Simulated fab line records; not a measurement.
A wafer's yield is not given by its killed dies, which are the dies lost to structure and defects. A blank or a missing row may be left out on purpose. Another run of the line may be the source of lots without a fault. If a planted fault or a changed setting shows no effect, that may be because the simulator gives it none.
The tool behind it: which one? / flow n5_finfet / Sampling: 24 lots, 72 wafers, 3 of 1938 route steps

WHAT THE GAUGES SHOWED, per wafer
N5_GATE_CUT_OVL_MEAS_14. Usual: GATE_CUT_OVL typically reads 0.2 nm, with standard deviation 0.7.
lot=L074; measured=day 4 12:26; on=overlay-01; GATE_CUT_OVL (nm)=-0.4 -0.5 -0.4; flag=
lot=L075; measured=day 4 18:34; on=overlay-02; GATE_CUT_OVL (nm)=0.8 0.3 0.9; flag=
lot=L076; measured=day 4 21:52; on=overlay-01; GATE_CUT_OVL (nm)=0.8 1.1 0.1; flag=
lot=L077; measured=day 5 05:07; on=overlay-02; GATE_CUT_OVL (nm)=1.8 1.7 1.6; flag=
lot=L078; measured=day 5 11:25; on=overlay-01; GATE_CUT_OVL (nm)=0.2 0.5 1.0; flag=
lot=L079; measured=day 5 20:16; on=overlay-02; GATE_CUT_OVL (nm)=0.2 0.0 0.2; flag=
lot=L080; measured=day 6 04:40; on=overlay-01; GATE_CUT_OVL (nm)=-0.6 0.7 0.9; flag=
lot=L081; measured=day 6 08:46; on=overlay-02; GATE_CUT_OVL (nm)=-0.3 -0.2 0.0; flag=
lot=L082; measured=day 6 11:48; on=overlay-01; GATE_CUT_OVL (nm)=0.5 1.4 0.4; flag=
lot=L083; measured=day 6 17:26; on=overlay-01; GATE_CUT_OVL (nm)=0.1 0.3 -0.8; flag=
lot=L084; measured=day 7 01:47; on=overlay-02; GATE_CUT_OVL (nm)=0.5 0.5 1.0; flag=
lot=L085; measured=day 7 04:44; on=overlay-02; GATE_CUT_OVL (nm)=0.0 -0.5 -0.3; flag=
lot=L086; measured=day 7 12:47; on=overlay-01; GATE_CUT_OVL (nm)=0.1 0.4 -0.4; flag=
lot=L087; measured=day 7 18:44; on=overlay-01; GATE_CUT_OVL (nm)=-1.6 -0.8 -1.0; flag=
lot=L088; measured=day 8 00:11; on=overlay-01; GATE_CUT_OVL (nm)=-0.9 -0.7 -0.7; flag=
lot=L089; measured=day 8 06:34; on=overlay-02; GATE_CUT_OVL (nm)=-0.9 -0.4 -0.6; flag=
lot=L090; measured=day 8 09:29; on=overlay-02; GATE_CUT_OVL (nm)=0.9 1.0 1.1; flag=
lot=L091; measured=day 8 16:17; on=overlay-02; GATE_CUT_OVL (nm)=0.6 0.1 0.6; flag=
lot=L092; measured=day 8 20:37; on=overlay-02; GATE_CUT_OVL (nm)=0.5 0.3 0.4; flag=
lot=L093; measured=day 9 04:47; on=overlay-01; GATE_CUT_OVL (nm)=0.5 -0.2 -0.3; flag=
lot=L094; measured=day 9 18:18; on=overlay-01; GATE_CUT_OVL (nm)=0.5 1.4 0.1; flag=
lot=L095; measured=day 9 18:43; on=overlay-02; GATE_CUT_OVL (nm)=0.6 0.1 0.5; flag=
lot=L096; measured=day 10 01:15; on=overlay-01; GATE_CUT_OVL (nm)=-1.0 -1.0 -0.9; flag=
lot=L097; measured=day 10 08:23; on=overlay-01; GATE_CUT_OVL (nm)=0.9 0.9 0.6; flag=

N5_GATE_CUT_THK_MEAS_24. Usual: GC_FILL_THK typically reads 219.5 nm, with standard deviation 1.8.
lot=L074; measured=day 4 15:09; on=film_metro-02; GC_FILL_THK (nm)=219.4 218.1 219.8; flag=
lot=L075; measured=day 4 22:56; on=film_metro-01; GC_FILL_THK (nm)=219.4 221.9 220.2; flag=
lot=L076; measured=day 5 00:42; on=film_metro-02; GC_FILL_THK (nm)=218.1 218.3 221.8; flag=
lot=L077; measured=day 5 07:49; on=film_metro-01; GC_FILL_THK (nm)=221.2 220.7 220.1; flag=
lot=L078; measured=day 5 14:14; on=film_metro-02; GC_FILL_THK (nm)=220.3 224.2 221.4; flag=
lot=L079; measured=day 5 22:59; on=film_metro-02; GC_FILL_THK (nm)=219.4 219.9 220.2; flag=
lot=L080; measured=day 6 07:52; on=film_metro-02; GC_FILL_THK (nm)=221.4 219.8 219.9; flag=
lot=L081; measured=day 6 12:47; on=film_metro-01; GC_FILL_THK (nm)=221.9 217.4 222.3; flag=
lot=L082; measured=day 6 14:36; on=film_metro-01; GC_FILL_THK (nm)=217.6 219.9 217.4; flag=
lot=L083; measured=day 6 20:09; on=film_metro-01; GC_FILL_THK (nm)=217.3 214.4 221.8; flag=
lot=L084; measured=day 7 04:47; on=film_metro-02; GC_FILL_THK (nm)=220.3 219.2 216.9; flag=
lot=L085; measured=day 7 07:27; on=film_metro-01; GC_FILL_THK (nm)=217.1 221.4 220.7; flag=
lot=L086; measured=day 7 15:43; on=film_metro-01; GC_FILL_THK (nm)=217.7 218.2 219.3; flag=
lot=L087; measured=day 7 21:27; on=film_metro-01; GC_FILL_THK (nm)=216.1 218.1 219.9; flag=
lot=L088; measured=day 8 02:53; on=film_metro-02; GC_FILL_THK (nm)=218.6 217.1 220.8; flag=
lot=L089; measured=day 8 09:42; on=film_metro-02; GC_FILL_THK (nm)=219.0 216.6 216.8; flag=
lot=L090; measured=day 8 13:19; on=film_metro-01; GC_FILL_THK (nm)=218.4 216.7 219.4; flag=
lot=L091; measured=day 8 19:04; on=film_metro-02; GC_FILL_THK (nm)=220.0 217.8 221.6; flag=
lot=L092; measured=day 8 23:45; on=film_metro-01; GC_FILL_THK (nm)=221.0 220.3 220.4; flag=
lot=L093; measured=day 9 07:35; on=film_metro-02; GC_FILL_THK (nm)=217.3 218.6 222.5; flag=
lot=L094; measured=day 9 21:00; on=film_metro-02; GC_FILL_THK (nm)=219.6 222.0 221.7; flag=
lot=L095; measured=day 9 22:08; on=film_metro-02; GC_FILL_THK (nm)=221.2 218.9 219.7; flag=
lot=L096; measured=day 10 04:44; on=film_metro-02; GC_FILL_THK (nm)=217.5 218.7 217.7; flag=
lot=L097; measured=day 10 11:07; on=film_metro-02; GC_FILL_THK (nm)=218.4 218.2 220.4; flag=

TOOL THAT RAN EACH LOT (tool first, then ch and the chambers of the sampled wafers, then the start)
lot=L074; N5_GATE_CUT_PECVD_57=pecvd-02 ch 0,1,2, day 4 11:32
lot=L075; N5_GATE_CUT_PECVD_57=pecvd-04 ch 0,1, day 4 17:37
lot=L076; N5_GATE_CUT_PECVD_57=pecvd-04 ch 0,2, day 4 21:05
lot=L077; N5_GATE_CUT_PECVD_57=pecvd-04 ch 1,2, day 5 04:20
lot=L078; N5_GATE_CUT_PECVD_57=pecvd-01 ch 1,2, day 5 10:25
lot=L079; N5_GATE_CUT_PECVD_57=pecvd-01 ch 1,2, day 5 19:19
lot=L080; N5_GATE_CUT_PECVD_57=pecvd-04 ch 0,1,2, day 6 03:46
lot=L081; N5_GATE_CUT_PECVD_57=pecvd-01 ch 1,2, day 6 07:40
lot=L082; N5_GATE_CUT_PECVD_57=pecvd-01 ch 0,1,2, day 6 11:02
lot=L083; N5_GATE_CUT_PECVD_57=pecvd-02 ch 0,1,2, day 6 16:40
lot=L084; N5_GATE_CUT_PECVD_57=pecvd-01 ch 1,2, day 7 00:52
lot=L085; N5_GATE_CUT_PECVD_57=pecvd-01 ch 0,1,2, day 7 03:58
lot=L086; N5_GATE_CUT_PECVD_57=pecvd-01 ch 0,1, day 7 11:53
lot=L087; N5_GATE_CUT_PECVD_57=pecvd-02 ch 0,1,2, day 7 17:48
lot=L088; N5_GATE_CUT_PECVD_57=pecvd-04 ch 0,1,2, day 7 23:17
lot=L089; N5_GATE_CUT_PECVD_57=pecvd-01 ch 0,1,2, day 8 05:47
lot=L090; N5_GATE_CUT_PECVD_57=pecvd-04 ch 1,2, day 8 08:34
lot=L091; N5_GATE_CUT_PECVD_57=pecvd-02 ch 1,2, day 8 15:31
lot=L092; N5_GATE_CUT_PECVD_57=pecvd-04 ch 0,1,2, day 8 19:43
lot=L093; N5_GATE_CUT_PECVD_57=pecvd-04 ch 0,2, day 9 04:01
lot=L094; N5_GATE_CUT_PECVD_57=pecvd-04 ch 0,2, day 9 17:22
lot=L095; N5_GATE_CUT_PECVD_57=pecvd-02 ch 0,1, day 9 17:48
lot=L096; N5_GATE_CUT_PECVD_57=pecvd-04 ch 1,2, day 10 00:28
lot=L097; N5_GATE_CUT_PECVD_57=pecvd-01 ch 0,1, day 10 07:28
- N5_GATE_CUT_PECVD_57: deposits SiNx from SiH4/NH3/N2, target thk 21 nm.

WHAT THE TOOLS THEMSELVES READ (means of the sampled wafers that have a number; where no wafer has one, the mark that the record gives instead)
N5_GATE_CUT_PECVD_57. Usual: heater_power_w 729 W, standard deviation 77; showerhead_plenum_p_Torr 5.15 Torr, standard deviation 0.064; throttle_valve_pct 41.2 %, standard deviation 2.7.
lot=L074; tool=pecvd-02; heater_power_w (W)=692; showerhead_plenum_p_Torr (Torr)=5.16; throttle_valve_pct (%)=41.2; flag=
lot=L075; tool=pecvd-04; heater_power_w (W)=834; showerhead_plenum_p_Torr (Torr)=5.11; throttle_valve_pct (%)=38.5; flag=
lot=L076; tool=pecvd-04; heater_power_w (W)=769; showerhead_plenum_p_Torr (Torr)=5.09; throttle_valve_pct (%)=38.9; flag=
lot=L077; tool=pecvd-04; heater_power_w (W)=645; showerhead_plenum_p_Torr (Torr)=5.09; throttle_valve_pct (%)=38.9; flag=
lot=L078; tool=pecvd-01; heater_power_w (W)=683; showerhead_plenum_p_Torr (Torr)=5.20; throttle_valve_pct (%)=44.5; flag=
lot=L079; tool=pecvd-01; heater_power_w (W)=746; showerhead_plenum_p_Torr (Torr)=5.20; throttle_valve_pct (%)=44.6; flag=
lot=L080; tool=pecvd-04; heater_power_w (W)=759; showerhead_plenum_p_Torr (Torr)=5.09; throttle_valve_pct (%)=38.9; flag=
lot=L081; tool=pecvd-01; heater_power_w (W)=742; showerhead_plenum_p_Torr (Torr)=5.19; throttle_valve_pct (%)=44.9; flag=
lot=L082; tool=pecvd-01; heater_power_w (W)=755; showerhead_plenum_p_Torr (Torr)=5.21; throttle_valve_pct (%)=42.6; flag=
lot=L083; tool=pecvd-02; heater_power_w (W)=747; showerhead_plenum_p_Torr (Torr)=5.15; throttle_valve_pct (%)=41.2; flag=
lot=L084; tool=pecvd-01; heater_power_w (W)=695; showerhead_plenum_p_Torr (Torr)=5.21; throttle_valve_pct (%)=44.6; flag=
lot=L085; tool=pecvd-01; heater_power_w (W)=736; showerhead_plenum_p_Torr (Torr)=5.22; throttle_valve_pct (%)=42.8; flag=
lot=L086; tool=pecvd-01; heater_power_w (W)=817; showerhead_plenum_p_Torr (Torr)=5.24; throttle_valve_pct (%)=40.7; flag=
lot=L087; tool=pecvd-02; heater_power_w (W)=737; showerhead_plenum_p_Torr (Torr)=5.17; throttle_valve_pct (%)=41.4; flag=
lot=L088; tool=pecvd-04; heater_power_w (W)=707; showerhead_plenum_p_Torr (Torr)=5.09; throttle_valve_pct (%)=39.3; flag=
lot=L089; tool=pecvd-01; heater_power_w (W)=763; showerhead_plenum_p_Torr (Torr)=5.22; throttle_valve_pct (%)=42.6; flag=
lot=L090; tool=pecvd-04; heater_power_w (W)=642; showerhead_plenum_p_Torr (Torr)=5.07; throttle_valve_pct (%)=40.1; flag=
lot=L091; tool=pecvd-02; heater_power_w (W)=653; showerhead_plenum_p_Torr (Torr)=5.15; throttle_valve_pct (%)=39.5; flag=
lot=L092; tool=pecvd-04; heater_power_w (W)=708; showerhead_plenum_p_Torr (Torr)=5.08; throttle_valve_pct (%)=39.3; flag=
lot=L093; tool=pecvd-04; heater_power_w (W)=644; showerhead_plenum_p_Torr (Torr)=5.07; throttle_valve_pct (%)=40.1; flag=
lot=L094; tool=pecvd-04; heater_power_w (W)=753; showerhead_plenum_p_Torr (Torr)=5.09; throttle_valve_pct (%)=39.4; flag=
lot=L095; tool=pecvd-02; heater_power_w (W)=757; showerhead_plenum_p_Torr (Torr)=5.18; throttle_valve_pct (%)=41.2; flag=
lot=L096; tool=pecvd-04; heater_power_w (W)=694; showerhead_plenum_p_Torr (Torr)=5.07; throttle_valve_pct (%)=40.2; flag=
lot=L097; tool=pecvd-01; heater_power_w (W)=786; showerhead_plenum_p_Torr (Torr)=5.22; throttle_valve_pct (%)=42.6; flag=

THE ANSWER, worked out from the rows above alone
Rule: a lot counts as off when the mean over its wafers that have a number is more than 3 standard deviations away from the usual mean. Also off: a lot with no number at a reading for which 4 or more lots have one. Any other lot the step has rows for is counted as sound. The gauges are gone through in route order, then the tools' own readings, and for those a lot's mean is taken as printed above. The first step at which some lot is off is used, and at that step the reading that is off furthest; a lot without a number counts as furthest.
No lot is off at any reading shown: from this, nothing can be told.

WHAT WAS PUT IN BY THE SIMULATOR
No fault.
